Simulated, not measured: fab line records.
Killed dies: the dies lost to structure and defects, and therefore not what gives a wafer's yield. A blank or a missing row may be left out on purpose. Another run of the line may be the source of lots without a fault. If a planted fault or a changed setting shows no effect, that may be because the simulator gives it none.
Commonality check across tools -- flow n5-finfet -- Lots sampled 9, wafers sampled 27

WHY THIS WAS OPENED
2 of 9 lots carry a flag on the reading SD_N_BLK_OVL at N5_SD_EPI_N_OVL_MEAS_10. Fault-free wafers read 0.0 nm, with a standard deviation of 0.75.
Rule: flag the lot when none of its wafers has a number, or when each of its wafers that has one lies beyond 4 standard deviations from that mean. The rest of the lots are taken to be sound.

lot,measured,on,"SD_N_BLK_OVL (nm), wafer by wafer",flag
L872,day 3 14:32,overlay-01,0.8 0.2 0.6,
L877,day 4 22:17,overlay-01,-1.6 -1.3 -1.1,
L879,day 5 08:18,overlay-02,-0.7 0.3 0.0,
L880,day 5 15:41,overlay-02,0.7 1.0 0.6,
L882,day 6 01:32,overlay-01,10.7 11.7 12.1,FLAGGED
L883,day 6 07:52,overlay-02,10.3 10.9 10.3,FLAGGED
L890,day 8 01:13,overlay-01,-0.6 -0.1 -0.5,
L891,day 8 07:37,overlay-01,-1.3 -1.3 -1.3,
L892,day 8 21:14,overlay-02,0.5 0.8 0.9,
On average the flagged lots' numbers are 11.0 nm, which is +11.0 nm against the usual, or +15 standard deviations.

TOOL THAT RAN EACH LOT
Before the reading, the record contains 3 process steps out of a 1938-step route. Every cell lists first the tool, next ch and the chambers used by the sampled wafers, and last the start.
lot,flag,N5_DUMMY_GATE_STRIP_48,N5_SPACER0_ALD_07,N5_SD_EPI_N_EXPOSE_06
L872,,"rie-diel-03 ch 0,2, day 3 13:18","ald-sin-03 ch 0,3, day 3 13:32","arfi-scanner-03 ch 0, day 3 14:23"
L877,,"rie-diel-04 ch 2,3, day 4 20:28","ald-sin-03 ch 0,3, day 4 21:17","arfi-scanner-02 ch 0, day 4 22:08"
L879,,"rie-diel-04 ch 0,1,2, day 5 07:05","ald-sin-02 ch 0,2,3, day 5 07:19","arfi-scanner-01 ch 0, day 5 08:09"
L880,,"rie-diel-05 ch 1,2,3, day 5 14:18","ald-sin-03 ch 0,2,3, day 5 14:41","arfi-scanner-03 ch 0, day 5 15:31"
L882,FLAGGED,"rie-diel-05 ch 0,1,2, day 6 00:19","ald-sin-01 ch 0,1,2, day 6 00:32","arfi-scanner-03 ch 0, day 6 01:22"
L883,FLAGGED,"rie-diel-04 ch 0,1,2, day 6 06:46","ald-sin-03 ch 0,2,3, day 6 06:59","arfi-scanner-03 ch 0, day 6 07:43"
L890,,"rie-diel-03 ch 0,1,3, day 8 00:07","ald-sin-02 ch 0,2,3, day 8 00:20","arfi-scanner-01 ch 0, day 8 01:03"
L891,,"rie-diel-03 ch 0,2,3, day 8 06:08","ald-sin-03 ch 1,2,3, day 8 06:37","arfi-scanner-02 ch 0, day 8 07:28"
L892,,"rie-diel-03 ch 0,3, day 8 20:01","ald-sin-03 ch 1,2,3, day 8 20:14","arfi-scanner-02 ch 0, day 8 21:05"
What these steps do:
- N5_DUMMY_GATE_STRIP_48: strips in N2/H2, time 20 s.
- N5_SPACER0_ALD_07: deposits SiNx, target thk 2 nm.
- N5_SD_EPI_N_EXPOSE_06: exposes mask SD N BLK, target cd 120 nm.
- N5_SD_EPI_N_OVL_MEAS_10

FLAGGED OVER TOTAL, TOOL BY TOOL (the gauges that took the reading come last)
step,tool,lots run,flagged,share of the flagged lots,sound lots run after its first flagged lot
N5_DUMMY_GATE_STRIP_48,rie-diel-03,4,0,none,-
N5_DUMMY_GATE_STRIP_48,rie-diel-04,3,1,some,0
N5_DUMMY_GATE_STRIP_48,rie-diel-05,2,1,some,0
N5_SPACER0_ALD_07,ald-sin-01,1,1,some,0
N5_SPACER0_ALD_07,ald-sin-02,2,0,none,-
N5_SPACER0_ALD_07,ald-sin-03,6,1,some,"2 (L891,L892)"
N5_SD_EPI_N_EXPOSE_06,arfi-scanner-01,2,0,none,-
N5_SD_EPI_N_EXPOSE_06,arfi-scanner-02,3,0,none,-
N5_SD_EPI_N_EXPOSE_06,arfi-scanner-03,4,2,all,0
N5_SD_EPI_N_OVL_MEAS_10,overlay-01,5,1,some,"2 (L890,L891)"
N5_SD_EPI_N_OVL_MEAS_10,overlay-02,4,1,some,1 (L892)

WHAT THE TABLE PERMITS
Rows of the table that ran each flagged lot: 1, that is arfi-scanner-03 at N5_SD_EPI_N_EXPOSE_06.
- arfi-scanner-03 at N5_SD_EPI_N_EXPOSE_06: 2 of its 4 lots flagged. It ran its last sound lot, L880, at day 5 15:31 and its first flagged lot, L882, at day 6 01:22: a fault with its onset between the two fits.
One tool is left: arfi-scanner-03 at N5_SD_EPI_N_EXPOSE_06.

WHAT THE SIMULATOR PUT IN
Scanner matching overlay: arfi-scanner-03, from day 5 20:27 on, at N5_SD_EPI_N_EXPOSE_06. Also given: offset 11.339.
Lots struck among those shown: L882, L883. Same finding as the rule above.
